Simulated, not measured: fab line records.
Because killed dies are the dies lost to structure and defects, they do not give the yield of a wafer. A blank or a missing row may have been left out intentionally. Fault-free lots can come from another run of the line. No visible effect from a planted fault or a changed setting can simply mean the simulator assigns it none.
Chamber matching | flow nand harc | 4 sister chambers for NHARC_A_CONTACT_ETCH_75 on rie diel-03
The step etches the open film in CF4, target depth 39 nm, time 65 s. 4 wafers are shown with their chamber, then 11 later ones without.

== WAFERS WITH THEIR CHAMBER ==
wafer  | chamber | showerhead plenum p Torr (Torr)
L086.2 | 2       | 1.87
L087.2 | 0       | 1.73
L087.4 | 1       | 1.68
L090.1 | 3       | 1.78

== WAFERS WITH NO CHAMBER GIVEN ==
wafer  | showerhead plenum p Torr (Torr)
L090.3 | 1.73
L090.6 | 1.68
L092.2 | 1.78
L092.5 | 1.87
L092.6 | 1.68
L096.4 | 1.73
L096.5 | 1.73
L096.6 | 1.77
L095.1 | 1.87
L095.2 | 1.73
L095.6 | 1.77

== CHAMBER TAKEN BY EACH ==
wafer  | from the rows above | in truth
L090.3 | 0                   | 0
L090.6 | 1                   | 1
L092.2 | 3                   | 3
L092.5 | 2                   | 2
L092.6 | 1                   | 1
L096.4 | 0                   | 0
L096.5 | 0                   | 0
L096.6 | 3                   | 3
L095.1 | 2                   | 2
L095.2 | 0                   | 0
L095.6 | 3                   | 3
Correct placement for 11 of the 11. From these rows, 0 cannot be placed. Wrongly placed: 0.
How it was worked out, from the rows above alone: a wafer's distance from a chamber is the root of the sum, over the readings, of the square of ((its reading less the chamber's mean) divided by the reading's scatter). If the next closest chamber is less than 2 further off than the closest, the wafer can't be placed; otherwise it belongs to the closest. A chamber's mean is the mean of its shown wafers. The scatter: root of mean squared gap, hidden wafer to nearest shown wafer, with one shown wafer a chamber.
